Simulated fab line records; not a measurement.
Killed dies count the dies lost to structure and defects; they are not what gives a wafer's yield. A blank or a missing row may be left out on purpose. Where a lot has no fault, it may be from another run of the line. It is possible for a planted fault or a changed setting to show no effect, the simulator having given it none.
Lot-split experiment :: flow n5-finfet :: 7 lots, 21 wafers read, on a route of 1938 steps

SPLIT DETAILS
At N5_BEOL_M0_SAQP_SPACER1_ALD_98 (deposits SiO2, target thk 12.8 nm, pulse time 1 s, purge time 2 s), the setting ald-cycles was moved away from the recipe's 138 on 6 of the 21 wafers read, by -13.8% to +10.9%. The other wafers ran this setting at the recipe's value.

FROM THE SPLIT TO THE READING: what the file shows between them, 2 steps
- N5_BEOL_M0_SAQP_SPACER1_ETCHBACK_99: etches SiO2 in CHF3/O2, target depth 15.4 nm, time 7.7 s
- N5_BEOL_M0_SAQP_MANDREL1_REMOVE_100: chemistry HBr/Cl2/O2, target a-Si, stops on SiNx, bt time 10 s

THE READING
At N5_BEOL_M0_SAQP_CD_MEAS_25: cd-nm in nanometres, against a target cd of 13.1 nm. On this fab line, fault-free wafers typically give 12.76 nm with a standard deviation of 0.21 nm.

wafer: L074.1
tool, chamber at the split: ald-sin-03, 0,2
ald-cycles as run: 138
against the recipe: recipe
cd-nm, nm: 12.97
against lot-mates on the recipe: -

wafer: L074.2
tool, chamber at the split: ald-sin-03, 3
ald-cycles as run: 119
against the recipe: -13.8%
cd-nm, nm: 11.42
against lot-mates on the recipe: -1.45

wafer: L074.4
tool, chamber at the split: ald-sin-03, 0,2
ald-cycles as run: 138
against the recipe: recipe
cd-nm, nm: 12.76
against lot-mates on the recipe: -

wafer: L076.4
tool, chamber at the split: ald-sin-03, 0,2
ald-cycles as run: 138
against the recipe: recipe
cd-nm, nm: 12.85
against lot-mates on the recipe: -

wafer: L076.5
tool, chamber at the split: ald-sin-03, 0,2
ald-cycles as run: 138
against the recipe: recipe
cd-nm, nm: 12.90
against lot-mates on the recipe: -

wafer: L076.6
tool, chamber at the split: ald-sin-03, 3
ald-cycles as run: 153
against the recipe: +10.9%
cd-nm, nm: 14.33
against lot-mates on the recipe: +1.46

wafer: L078.2
tool, chamber at the split: ald-sin-01, 0,2,0
ald-cycles as run: 138
against the recipe: recipe
cd-nm, nm: 12.58
against lot-mates on the recipe: -

wafer: L078.4
tool, chamber at the split: ald-sin-01, 0,2,0
ald-cycles as run: 138
against the recipe: recipe
cd-nm, nm: 13.10
against lot-mates on the recipe: -

wafer: L078.6
tool, chamber at the split: ald-sin-01, 0,2,0
ald-cycles as run: 138
against the recipe: recipe
cd-nm, nm: 12.77
against lot-mates on the recipe: -

wafer: L084.2
tool, chamber at the split: ald-sin-04, 1,2,1
ald-cycles as run: 138
against the recipe: recipe
cd-nm, nm: 12.99
against lot-mates on the recipe: -

wafer: L084.5
tool, chamber at the split: ald-sin-04, 1,2,1
ald-cycles as run: 138
against the recipe: recipe
cd-nm, nm: 12.45
against lot-mates on the recipe: -

wafer: L084.6
tool, chamber at the split: ald-sin-04, 1,2,1
ald-cycles as run: 138
against the recipe: recipe
cd-nm, nm: 12.69
against lot-mates on the recipe: -

wafer: L087.1
tool, chamber at the split: ald-sin-04, 1,0,3
ald-cycles as run: 144
against the recipe: +4.3%
cd-nm, nm: 13.45
against lot-mates on the recipe: no lot-mate on the recipe

wafer: L087.5
tool, chamber at the split: ald-sin-04, 1,0,3
ald-cycles as run: 144
against the recipe: +4.3%
cd-nm, nm: 13.59
against lot-mates on the recipe: no lot-mate on the recipe

wafer: L087.6
tool, chamber at the split: ald-sin-04, 1,0,3
ald-cycles as run: 144
against the recipe: +4.3%
cd-nm, nm: 13.29
against lot-mates on the recipe: no lot-mate on the recipe

wafer: L090.1
tool, chamber at the split: ald-sin-03, 0,1,1
ald-cycles as run: 138
against the recipe: recipe
cd-nm, nm: 12.93
against lot-mates on the recipe: -

wafer: L090.3
tool, chamber at the split: ald-sin-03, 0,1,1
ald-cycles as run: 138
against the recipe: recipe
cd-nm, nm: 12.80
against lot-mates on the recipe: -

wafer: L090.6
tool, chamber at the split: ald-sin-03, 0,1,1
ald-cycles as run: 138
against the recipe: recipe
cd-nm, nm: 12.57
against lot-mates on the recipe: -

wafer: L095.2
tool, chamber at the split: ald-sin-03, 0,2
ald-cycles as run: 138
against the recipe: recipe
cd-nm, nm: 12.78
against lot-mates on the recipe: -

wafer: L095.4
tool, chamber at the split: ald-sin-03, 0,2
ald-cycles as run: 138
against the recipe: recipe
cd-nm, nm: 12.74
against lot-mates on the recipe: -

wafer: L095.6
tool, chamber at the split: ald-sin-03, 1
ald-cycles as run: 124
against the recipe: -10.1%
cd-nm, nm: 11.47
against lot-mates on the recipe: -1.29
If several chambers appear in one row, that row covers several wafers at once and the file leaves open which wafer was in which chamber.

THE FIT
A straight line over all 21 wafers: cd-nm changes by +0.123 nm for each +1% of ald-cycles; r = +0.96; the points scatter about the line by 0.18 nm.
The same after taking each lot's own level away (the mean of its wafers on the recipe; 18 wafers): +0.119 nm for each +1%; r = +0.96; scatter 0.17 nm.
Per that fit: largest ald-cycles move, reading shift of 1.6 nm.
The lots' own levels span 12.710 to 12.875 nm, that is 0.8 times the standard deviation above.
Consequently the slope shifts little with the lot-to-lot level, the two slopes agreeing.
Check: -1.8 nm against its lot-mates is what the line predicts for one of the wafers moved furthest among these (-13.8%) when that wafer is left out of the fit. Against them it came out at -1.45 nm.

THESE WAFERS: OTHER SPLITS
Before the reading, these wafers also passed through other splits. Each is held against what the fit with the lots' levels taken away leaves over:
other split on the same wafers: N5_MOL_CONTACT_COAG_PECVD_31 temp-c
wafers away from the commonest value: 8
r with cd-nm (lot level and that fit taken away): -0.24

other split on the same wafers: N5_MOL_CONTACT_COAG_CVD_140 target-thk-a
wafers away from the commonest value: 7
r with cd-nm (lot level and that fit taken away): -0.27

THE WHOLE CHAIN: every reading that the file lists as answering this split, in the file's order
step: N5_BEOL_M0_SAQP_SPACER1_ALD_98
what it does: deposits SiO2, target thk 12.8 nm, pulse time 1 s, purge time 2 s
reading: SiO2_of_BEOL_M0_SAQP_SPACER1_ALD_98.thk-nm (the simulator's own value, which no gauge read)
change (the file's fit): +0.132 nm for each +1% of the setting
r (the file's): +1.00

step: N5_BEOL_M0_SAQP_MANDREL1_REMOVE_100
what it does: chemistry HBr/Cl2/O2, target a-Si, stops on SiNx, bt time 10 s
reading: SiO2_of_BEOL_M0_SAQP_SPACER1_ALD_98.thk-nm (the simulator's own value, which no gauge read)
change (the file's fit): +0.135 nm for each +1% of the setting
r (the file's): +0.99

step: N5_BEOL_M0_SAQP_MANDREL1_REMOVE_100
what it does: chemistry HBr/Cl2/O2, target a-Si, stops on SiNx, bt time 10 s
reading: BEOL_M0_SAQP.cd-nm (the simulator's own value, which no gauge read)
change (the file's fit): +0.127 nm for each +1% of the setting
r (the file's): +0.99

step: N5_BEOL_M0_SAQP_CD_MEAS_25
what it does: target cd 13.1 nm
reading: cd-nm
change (the file's fit): +0.119 nm for each +1% of the setting
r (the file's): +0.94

FILE'S OWN FIT
cd-nm changes by +0.119 nm for each +1% of ald-cycles, r = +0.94.
